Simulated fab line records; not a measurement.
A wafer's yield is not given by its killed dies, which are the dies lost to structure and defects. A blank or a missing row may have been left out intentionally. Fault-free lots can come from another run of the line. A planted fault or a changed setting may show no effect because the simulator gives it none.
Struck lot and sound lot, side by side	flow n5 finfet	37 out of 1938 route steps
Sound: wafers L426.1, L426.3, L426.5. Struck: wafer L415.1 (left out: L415.2, a lot-mate that was not struck); the cause follows at the end.
Per side, at each step with rows, come the tool, then ch with its chambers, and then its first start. Under that, the readings that differ: sound wafers	struck wafers	difference of the means	sigmas: that difference in standard deviations of wafers without a fault.
alike: words and numbers the same on both sides, and readings whose means are apart by under 2 such deviations; not compared: readings that were withheld, readings missing a value for some wafer, numbers with overlapping values and no deviation given by the record, and bounds like >300 which may hide the same value.
A row with sigmas, a row that says differs or no value, or rows on one side alone: a step with any of these is where the two part. Numbers that have no deviation but don't overlap get no sigmas and don't part them. A reading that every wafer of one side lacks parts them only if that side has two wafers or more.

first, 11 steps without rows for these wafers: N5_BEOL_M14_TRENCH_ETCH_34 (etches SiO2 in C4F8/O2/Ar, target depth 556.65 nm, time 126.9 s); N5_BEOL_M14_STRIP_70 (strips in C4F8/O2/Ar); N5_BEOL_M14_STRIP_37 (strips in O2); N5_BEOL_M14_ETCH_38 (etches SiCN in CF4/N2, target depth 106.5 nm, time 120.6 s); N5_BEOL_M14_PRECLEAN_39 (cleans in residue remover, time 60 s); N5_BEOL_M14_SRD_40 (time 30 s, dry time 30 s); N5_BEOL_M14_DEGAS_41 (time 60 s); N5_BEOL_M14_PRE_CLEAN_42 (time 30 s); N5_BEOL_M14_SPUTTER_43 (material TaN, target thk 15 nm, time 24.19 s); N5_BEOL_M14_SPUTTER_44 (material Ta, target thk 15 nm, time 24.19 s); N5_BEOL_M14_SPUTTER_45 (material Cu, target thk 100 nm, time 16.67 s).
N5_BEOL_M14_ECD_47: material Cu, target thk 1248 nm.
  sound on ecd cu-01 ch 0,1, day 16 01:11; struck on ecd cu-01 ch 0, day 12 23:51
reading	sound	struck	difference	sigmas
model.Cu_of_BEOL_M14_ECD_47.thk nm (nm)	1256 1262 1259	447.2	-811.8	
then, 1 step without rows for these wafers: N5_BEOL_M14_ANNEAL_48 (time 90 s).
N5_BEOL_M14_CMP_49: polishes, stops on SiO2, t overpolish 5.2 s, target thk 560 nm.
  sound on cmp-03 ch 0,2,3, day 16 01:43; struck on cmp-04 ch 0, day 13 00:20
reading	sound	struck	difference	sigmas
motor current A (A)	7.1 7.6 6.7	9.4	+2.3	+3
time to endpoint s (s)	121 120 114	46	-72	-21
model.Cu_of_BEOL_M14_ECD_47.thk nm (nm)	553 561.4 567.2	447.2	-113.3	
N5_BEOL_M14_THK_MEAS_50: measures by xrf.
  sound: film metro-02 at day 16 01:58; struck: film metro-01 at day 13 00:38
reading	sound	struck	difference	sigmas
M14_THK (nm)	549 557 563	444	-112	-14
then, 2 steps without rows for these wafers: N5_BEOL_M14_PRE_CLEAN_52 (time 15 s); N5_BEOL_M14_DEP_53 (deposits SiCN from 3MS/NH3, target thk 50 nm, time 17.8 s).
N5_BEOL_M14_RS_MEAS_54: measurement is done with a four-point probe.
  sound: film metro-01 at day 16 02:06; struck: film metro-02 at day 13 00:46
reading	sound	struck	difference	sigmas
M14_RS (ohm/sq)	0.0336 0.0331 0.0327	0.0419	+0.0088	+19
then, 17 steps without rows for these wafers: N5_BEOL_M15_ILD_DEP_00 (deposits SiO2 from TEOS/O2, target thk 1629.3 nm, time 346.1 s); N5_BEOL_M15_COAT_58 (time 60 s, resist thk 89 nm); N5_BEOL_M15_COAT_04 (resist thk 800 nm); N5_BEOL_M15_EBR_06; N5_BEOL_M15_SOFTBAKE_05 (time 60 s); N5_BEOL_M15_EXPOSE_07 (exposes mask V14); N5_BEOL_M15_PEB_08 (peb time 90 s); N5_BEOL_M15_DEVELOP_09 (develop time 45 s); N5_BEOL_M15_HARDBAKE_14 (time 120 s); N5_BEOL_M15_DESCUM_15 (chemistry O2, time 7.9 s); N5_BEOL_M15_ETCH_59 (etches BARC in N2/H2, target depth 89 nm, overetch 26.7 nm, time 67.9 s); N5_BEOL_M15_VIA_ETCH_16 (etches SiO2 in C4F8/O2/Ar, target depth 1792.2 nm); N5_BEOL_M15_STRIP_63 (strips in O2); N5_BEOL_M15_STRIP_64 (strips in O2); N5_BEOL_M15_STRIP_65 (strips in post etch residue remover, time 60 s); N5_BEOL_M15_SRD_66 (time 30 s, dry time 30 s); N5_BEOL_M15_COAT_56 (time 60 s, resist thk 550 nm).
N5_BEOL_M15_RC_MEAS_101:
  sound on prober-02 ch 0, day 16 11:39; struck on prober-01 ch 0, day 13 06:45
reading	sound	struck	difference	sigmas
COMB_M10 (S/m)	1.04e-11 1.22e-11 8.2e-12	2.01e-11	+9.83e-12	+3
COMB_M12 (S/m)	6.8e-12 8.4e-12 4.1e-12	3.4e-12	-3.0e-12	-2
COMB_M9 (S/m)	1.8e-11 1.3e-11 2.1e-11	8e-12	-9e-12	-3
SERP_M10 (ohm/um)	3.06 3.11 3.08	3.24	+0.16	+2
SERP_M14 (ohm/um)	0.164 0.162 0.159	0.204	+0.042	+14
SERP_M14_max_site (ohm/um)	0.165 0.164 0.162	0.207	+0.043	+14
  alike: COMB_M11, COMB_M13, COMB_M15, COMB_M5, COMB_M6, COMB_M7, COMB_M8, SERP_M11, SERP_M12, SERP_M13, SERP_M5, SERP_M6, SERP_M7, SERP_M8, SERP_M8_max_site, SERP_M9
N5_PASSIVATION_PROBE_49:
  sound: prober-02 at day 17 05:15; struck: prober-01 at day 13 23:02
reading	sound	struck	difference	sigmas
killed_at_M0_to_M3	19 17 25	42	+22	+2
  alike: defect limited yield, killed_at_M4_up, killed at contacts, killed at front end, killed at other, killed dies, killed open, killed short, sort_bin_5_function, sort_bin_6_memory, sort n pass, sort yield pct

## WHERE THEY PART
At N5_BEOL_M14_CMP_49 first; at N5_PASSIVATION_PROBE_49 last (within this record only).

WHY: what had been put in by the simulator
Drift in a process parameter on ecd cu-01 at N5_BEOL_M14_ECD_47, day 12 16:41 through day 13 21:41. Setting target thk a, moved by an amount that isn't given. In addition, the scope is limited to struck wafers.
